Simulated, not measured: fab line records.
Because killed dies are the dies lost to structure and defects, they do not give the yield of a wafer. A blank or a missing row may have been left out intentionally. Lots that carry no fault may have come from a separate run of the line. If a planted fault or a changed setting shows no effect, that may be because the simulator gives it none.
Problem report in the 8D (eight disciplines) form, filled by code / flow n5_finfet / the parts of the form that need people (team, actions taken, sign-off) are left out

## 1. WHAT IS WRONG
Mean of raw_defect_count at N5_FIN_SAQP_INSPECT_40: 595 across 6 wafers in 2 lots; on wafers with no fault it is 229 (standard deviation 69). That is +5.3 standard deviations from the usual mean.
The step: inspects for defects (brightfield).
Seen first at day 3 10:49 on defect_inspect-01, wafer L222.2. Wafers with a number at this step in the record: 27, from 9 lots. By rule, "out" or "out of limits" means more than 4 standard deviations away from the usual mean. The rest of the wafers with a number are treated as sound.

## 2. WHAT THIS IS AND IS NOT
question=which readings at this step | is=raw_defect_count | is not=-
question=which lots | is=L222, L224 | is not=L218, L219, L221, L229, L230, L231, L237
question=which wafers of those lots | is=all that have a number | is not=-
question=read on which gauges | is=defect_inspect-01, defect_inspect-02 | is not=-
question=when | is=from day 3 10:49 | is not=up to then (9 sound wafers); but 12 sound wafers of L229, L230, L231, L237 came after

## 3. THE SUSPECTS, EACH WITH WHAT RULES IT OUT
Counting: any tool at a process step up to the reading is kept as a suspect provided that every lot that is out went through it and no sound lot did after the first of them.
- the gauge at N5_FIN_SAQP_INSPECT_40 is ruled out. 2 gauges (defect_inspect-01, defect_inspect-02) read the wafers that are out.
- ald_sin-04 at N5_FIN_SAQP_SPACER1_ALD_24 (deposits SiO2, target thk 20.3 nm, pulse time 1 s, purge time 2 s): kept. All lots that are out passed through it, beginning with L222 at day 3 06:19, and no sound lot followed; its final sound lot before that point was L221 at day 2 23:41.
- rie_si-03 at N5_FIN_SAQP_MANDREL1_REMOVE_56 (chemistry HBr/Cl2/O2, target a-Si, stops on SiNx, bt time 10 s): ruled out as a lasting fault. After its first lot that is out, L222 (day 3 07:17), sound lots L237 ran on it.
Left after counting: ald_sin-04 at N5_FIN_SAQP_SPACER1_ALD_24.

## 4. THE CAUSE (what the simulator had put in)
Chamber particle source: ald_sin-04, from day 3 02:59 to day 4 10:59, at N5_FIN_SAQP_SPACER1_ALD_24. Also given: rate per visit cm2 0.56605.
After counting, this tool was the only one left.

## 5. THE CHAIN OF EFFECTS, in route order
Each row: a reading where the mean over the struck wafers with a number is more than 3 standard deviations away from the usual. Readings are gone through only where the record gives a usual standard deviation; hours: the median, over the lots, of the time from a lot's start at the first step in this table giving one to that lot's start at this step; sigmas: the change measured in usual standard deviations.
hours=0; step=N5_FIN_SAQP_INSPECT_40; reading=raw_defect_count; usual=229; on struck wafers=595; change=+366; sigmas=+5.3
hours=1; step=N5_FIN_CUT_INSPECT_10; reading=raw_defect_count; usual=42; on struck wafers=399; change=+357; sigmas=+30
hours=258; step=N5_PASSIVATION_PROBE_49; reading=defect_limited_yield; usual=91.3 %; on struck wafers=83.7; change=-7.6; sigmas=-5.4
hours=258; step=N5_PASSIVATION_PROBE_49; reading=killed_at_front_end; usual=37; on struck wafers=133; change=+96; sigmas=+8.8
hours=258; step=N5_PASSIVATION_PROBE_49; reading=killed_dies; usual=103; on struck wafers=193; change=+90; sigmas=+5.3
hours=258; step=N5_PASSIVATION_PROBE_49; reading=sort_bin_5_function; usual=5.2 %; on struck wafers=10.9; change=+5.7; sigmas=+6.2
hours=258; step=N5_PASSIVATION_PROBE_49; reading=sort_n_pass; usual=1077; on struck wafers=987; change=-90; sigmas=-5.3
hours=258; step=N5_PASSIVATION_PROBE_49; reading=sort_yield_pct; usual=91.3 %; on struck wafers=83.7; change=-7.6; sigmas=-5.4
The process steps in it:
- N5_PASSIVATION_PROBE_49
Later steps that measure or inspect, where all struck wafers having a row at the step show a number for every such reading and not one has moved that far: N5_BEOL_M4_RC_MEAS_101.

## 6. HOW IT WOULD HAVE BEEN CAUGHT EARLIER
8 hours passed between the start of the fault at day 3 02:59 and the first reading out of limits at a measuring or inspecting step in this record, taken at day 3 10:49.
Of the tool readings at N5_FIN_SAQP_SPACER1_ALD_24 for which the record gives a usual standard deviation, none was out on any struck wafer, so an alarm limit of 4 standard deviations on them would not have fired.
Among the 2 lots that are out, L224 began N5_FIN_SAQP_SPACER1_ALD_24 on ald_sin-04 after day 3 10:49. Putting the tool on hold at that point would have spared it.
